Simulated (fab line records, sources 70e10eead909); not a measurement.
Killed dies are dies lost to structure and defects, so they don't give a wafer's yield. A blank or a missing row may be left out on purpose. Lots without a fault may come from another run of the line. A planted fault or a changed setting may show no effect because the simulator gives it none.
Which tool did it? | flow nand_harc | 6 lots, 18 wafers sampled, at 4 steps of a route of 1302

WHAT THE GAUGES READ, wafer by wafer
NHARC_A_ONON_D2_THK_MEAS_24: measures by ellipsometry.
lot  | measured     | on            | thk_nm (nm)
L856 | day 13 09:48 | film_metro-02 | 1008 1008 1008
L858 | day 13 22:58 | film_metro-02 | 1006 1007 1005
L865 | day 16 22:21 | film_metro-01 | 987 988 987
L871 | day 19 14:14 | film_metro-02 | 995 994 993
L874 | day 21 10:10 | film_metro-01 | 1014 1013 1014
L877 | day 22 05:06 | film_metro-01 | 995 998 996

WHICH TOOL RAN EACH LOT (tool, then ch and the chambers of the sampled wafers, then the start)
lot  | NHARC_A_CHANNEL_HOLE_D1_DEP_01  | NHARC_A_CHANNEL_FILL_D1_ALD_25   | NHARC_A_DECK1_JOINT_ETCHBACK_00
L856 | pecvd-01 ch 1,2, day 9 00:53    | ald_hk-03 ch 0,2,3, day 11 00:34 | rie_si-03 ch 0,1,2, day 11 22:24
L858 | pecvd-02 ch 0,1, day 9 16:44    | ald_hk-02 ch 0,1,2, day 11 18:03 | rie_si-03 ch 1,2, day 12 14:38
L865 | pecvd-01 ch 0,1, day 12 15:37   | ald_hk-02 ch 0,1,3, day 14 10:44 | rie_si-05 ch 0,2,3, day 15 09:11
L871 | pecvd-01 ch 1,2, day 15 04:46   | ald_hk-02 ch 1,3, day 17 01:21   | rie_si-05 ch 0,1,2, day 18 00:44
L874 | pecvd-02 ch 0,1,2, day 16 12:14 | ald_hk-02 ch 0,2,3, day 18 19:47 | rie_si-03 ch 0,1,3, day 19 17:31
L877 | pecvd-04 ch 0,1, day 17 13:04   | ald_hk-02 ch 1,2, day 19 13:03   | rie_si-04 ch 2,3, day 20 11:33
- NHARC_A_CHANNEL_HOLE_D1_DEP_01: deposits SiON, target thk 140 nm.
- NHARC_A_CHANNEL_FILL_D1_ALD_25: deposits SiOx, target thk 60 nm, pulse time 10 s, ald cycles 600.
- NHARC_A_DECK1_JOINT_ETCHBACK_00: etches the open film in HBr, target depth 30 nm, time 17.4 s.

THE ANSWER, worked out from the rows above alone
Rule: what is usual is taken from the lots themselves. Put in order of their means at a reading, lots are off if they are a third of the lots or fewer, leave a main group of 4 or more, and stand apart from it by a gap of 3 or more times the standard deviation of the main group's means; of several such gaps the widest counts. A main group whose means are all the same, to the digits that the tables above print for the reading, isn't used. A lot without any number at a reading at which 4 lots or more have one is off too. The other lots that the step has rows for count as sound.
No lot is off at any reading shown: from this, nothing can be told.

WHAT THE SIMULATOR HAD PUT IN
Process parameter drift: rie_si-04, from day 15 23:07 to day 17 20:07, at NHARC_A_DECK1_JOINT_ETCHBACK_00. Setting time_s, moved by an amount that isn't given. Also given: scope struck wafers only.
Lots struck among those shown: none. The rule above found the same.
